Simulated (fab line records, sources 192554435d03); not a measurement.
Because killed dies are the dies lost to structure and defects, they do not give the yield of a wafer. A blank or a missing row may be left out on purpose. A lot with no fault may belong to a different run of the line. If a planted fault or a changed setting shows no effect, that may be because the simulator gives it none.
Check of tool commonality ; flow n5_finfet ; Sample size 9 lots and 27 wafers

## WHY IT WAS OPENED
Flagged at N5_SDB_CD_MEAS_11: reading cd_nm, on 2 of 9 lots. No-fault wafers: 50.3 nm, standard deviation 0.83.
Rule: a lot is flagged in two cases, either no wafer of it has a number, or all its wafers with numbers fall more than 4 standard deviations from that mean. The other lots count as sound.

lot;measured;on;cd_nm (nm), wafer by wafer;flag
L940;day 4 01:36;cd_sem-01;50.7 49.1 51.3;
L941;day 4 07:28;cd_sem-01;50.1 49.4 49.9;
L946;day 5 12:25;cd_sem-03;50.5 50.6 50.3;
L949;day 6 05:49;cd_sem-02;50.0 50.9 50.0;
L955;day 7 16:52;cd_sem-02;41.5 42.1 41.4;FLAGGED
L956;day 8 01:14;cd_sem-02;44.9 44.7 44.8;FLAGGED
L959;day 8 23:33;cd_sem-02;52.5 50.5 51.6;
L960;day 9 05:19;cd_sem-02;48.7 49.7 49.6;
L961;day 9 17:14;cd_sem-03;50.1 50.2 50.0;
The numbers of the flagged lots are 43.2 nm on average: -7.1 nm against the usual, or -9 standard deviations.

## TOOL THAT RAN EACH LOT
The record holds 3 process steps before the reading, out of a route of 1938 steps. Cell contents, in order: the tool; ch with the chambers the sampled wafers went through; the start.
lot;flag;N5_SD_EPI_P_ETCH_37;N5_SD_EPI_P_SD_RECESS_17;N5_SDB_EXPOSE_08
L940;;rie_diel-02 ch 0,1,3, day 3 14:16;rie_si-01 ch 0,1, day 3 14:52;arfi_scanner-03 ch 0, day 4 01:29
L941;;rie_diel-03 ch 0,1,3, day 3 19:10;rie_si-01 ch 0,2,3, day 3 19:45;arfi_scanner-02 ch 0, day 4 07:20
L946;;rie_diel-03 ch 2,3, day 5 00:22;rie_si-01 ch 0,1,3, day 5 00:57;arfi_scanner-01 ch 0, day 5 12:17
L949;;rie_diel-02 ch 2,3, day 5 18:32;rie_si-06 ch 1,2,3, day 5 19:07;arfi_scanner-01 ch 0, day 6 05:42
L955;FLAGGED;rie_diel-03 ch 1,3, day 7 05:40;rie_si-06 ch 2,3, day 7 06:16;arfi_scanner-01 ch 0, day 7 16:45
L956;FLAGGED;rie_diel-02 ch 0,1, day 7 12:27;rie_si-03 ch 0,1,3, day 7 13:02;arfi_scanner-01 ch 0, day 8 01:07
L959;;rie_diel-02 ch 0,2,3, day 8 11:55;rie_si-03 ch 0,2,3, day 8 12:31;arfi_scanner-03 ch 0, day 8 23:25
L960;;rie_diel-02 ch 0,2,3, day 8 18:02;rie_si-01 ch 0,1,2, day 8 18:37;arfi_scanner-03 ch 0, day 9 05:13
L961;;rie_diel-02 ch 1,3, day 8 21:36;rie_si-01 ch 1,2,3, day 8 22:12;arfi_scanner-03 ch 0, day 9 17:07
What is done by these steps:
- N5_SD_EPI_P_ETCH_37: etches SOC in N2/H2, overetch 108 nm, time 486 s.
- N5_SD_EPI_P_SD_RECESS_17: chemistry HBr/Cl2/O2, target depth 39.1 nm, bt time 3 s.
- N5_SDB_EXPOSE_08: exposes mask SDB.
- N5_SDB_CD_MEAS_11: target cd 50 nm.

## FLAGGED AGAINST TOTAL, ONE TOOL AT A TIME (gauges that did the reading follow at the end)
step;tool;lots run;flagged;share of the flagged lots;sound lots run after its first flagged lot
N5_SD_EPI_P_ETCH_37;rie_diel-02;6;1;some;3 (L959,L960,L961)
N5_SD_EPI_P_ETCH_37;rie_diel-03;3;1;some;0
N5_SD_EPI_P_SD_RECESS_17;rie_si-01;5;0;none;-
N5_SD_EPI_P_SD_RECESS_17;rie_si-03;2;1;some;1 (L959)
N5_SD_EPI_P_SD_RECESS_17;rie_si-06;2;1;some;0
N5_SDB_EXPOSE_08;arfi_scanner-01;4;2;all;0
N5_SDB_EXPOSE_08;arfi_scanner-02;1;0;none;-
N5_SDB_EXPOSE_08;arfi_scanner-03;4;0;none;-
N5_SDB_CD_MEAS_11;cd_sem-01;2;0;none;-
N5_SDB_CD_MEAS_11;cd_sem-02;5;2;all;2 (L959,L960)
N5_SDB_CD_MEAS_11;cd_sem-03;2;0;none;-

## WHAT IS ALLOWED BY THE TABLE
Every flagged lot went through 2 rows of the table: arfi_scanner-01 at N5_SDB_EXPOSE_08 and cd_sem-02 at N5_SDB_CD_MEAS_11.
- arfi_scanner-01 at N5_SDB_EXPOSE_08: 2 of its 4 lots flagged. It ran its last sound lot, L949, at day 6 05:42 and its first flagged lot, L955, at day 7 16:45: a fault with its onset between the two fits. Its own readings lie more than 4 standard deviations out on every wafer of the flagged lots: exposure_dose_mJ_cm2.
- cd_sem-02 at N5_SDB_CD_MEAS_11: 2 of its 5 lots flagged. After the first flagged lot (L959, L960), sound lots still ran on it; a lasting fault on the whole tool would not permit that.
Just one tool remains: arfi_scanner-01 at N5_SDB_EXPOSE_08.

## WHAT THE SIMULATOR HAD PUT IN
Process parameter drift: arfi_scanner-01, from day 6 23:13 on, at N5_SDB_EXPOSE_08. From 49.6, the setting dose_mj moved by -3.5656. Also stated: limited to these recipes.
Lots struck among those shown: L955, L956. This agrees with what the rule above found.
